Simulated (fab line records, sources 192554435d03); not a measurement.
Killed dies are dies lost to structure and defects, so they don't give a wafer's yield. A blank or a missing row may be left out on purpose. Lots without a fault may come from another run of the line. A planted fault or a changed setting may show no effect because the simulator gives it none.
Problem report in the 8D (eight disciplines) form, filled by code | flow n5_finfet | the parts of the form that need people (team, actions taken, sign-off) are left out

1. THE PROBLEM
etch_rf_on_time_s at N5_BEOL_M2_ETCH_74 reads a mean of 7.16 s on 6 wafers of 2 lots; wafers without a fault read 5.18 s with a standard deviation of 0.076. That is +26 standard deviations from the usual mean.
The step: etches underlayer in N2/H2, target depth 6.5 nm, time 5.2 s.
First seen on wafer L796.2, day 8 20:41, on rie_diel-01. The record holds 24 wafers of 8 lots with a number at this step. Rule for "out", or "out of limits": more than 4 standard deviations from the usual mean. The other wafers with a number count as sound.

2. WHAT IT IS AND WHAT IT IS NOT
question                    | is                     | is not
which readings at this step | etch_rf_on_time_s      | drypump_motor_current_A, n2_flow_sccm, rf_vpp_V, showerhead_plenum_p_Torr, throttle_valve_pct
which lots                  | L796, L799             | L789, L793, L801, L805, L806, L807
which wafers of those lots  | all that have a number | -
read on which tools         | rie_diel-01            | rie_diel-05, rie_diel-06
when                        | from day 8 20:41       | up to then (6 sound wafers); but 12 sound wafers of L801, L805, L806, L807 came after

3. SUSPECTS, AND WHAT RULES EACH OUT
Counting: a tool at a process step up to the reading stays a suspect if it ran every lot that is out and no sound lot after the first of them.
- rie_diel-01 at N5_BEOL_M2_ETCH_74 (etches underlayer in N2/H2, target depth 6.5 nm, time 5.2 s): kept. It ran every lot that is out, first L796 (day 8 20:41), and no sound lot after that; its last sound lot up to then is L789 (day 6 15:51). Its own readings are out on those wafers: etch_rf_on_time_s.
Left after counting: rie_diel-01 at N5_BEOL_M2_ETCH_74.

4. THE CAUSE (what the simulator had put in)
Process parameter drift: rie_diel-01, from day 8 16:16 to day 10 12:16, at N5_BEOL_M2_ETCH_74. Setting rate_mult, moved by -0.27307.
Counting left only this tool.

5. THE CHAIN OF EFFECTS, in route order
Each row: a reading whose mean over the struck wafers that have a number lies more than 3 standard deviations from the usual. Only readings for which the record gives a usual standard deviation are gone through. hours: the time from each lot's start at the first step in this table that gives one to its start at this step, as a median over the lots. sigmas: the change in usual standard deviations.
hours | step               | reading           | usual  | on struck wafers | change | sigmas
0     | N5_BEOL_M2_ETCH_74 | etch_rf_on_time_s | 5.18 s | 7.16             | +1.98  | +26
The process steps in it:
- N5_BEOL_M2_ETCH_74: etches underlayer in N2/H2, target depth 6.5 nm, time 5.2 s.
Later measuring or inspecting steps at which every struck wafer that the step has a row for has a number for every such reading, and none has moved that far: N5_BEOL_M4_RC_MEAS_101.

6. WHAT WOULD HAVE CAUGHT IT SOONER
In this record the first reading out of limits was taken at day 8 20:41, 4 hours after the fault began at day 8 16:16.
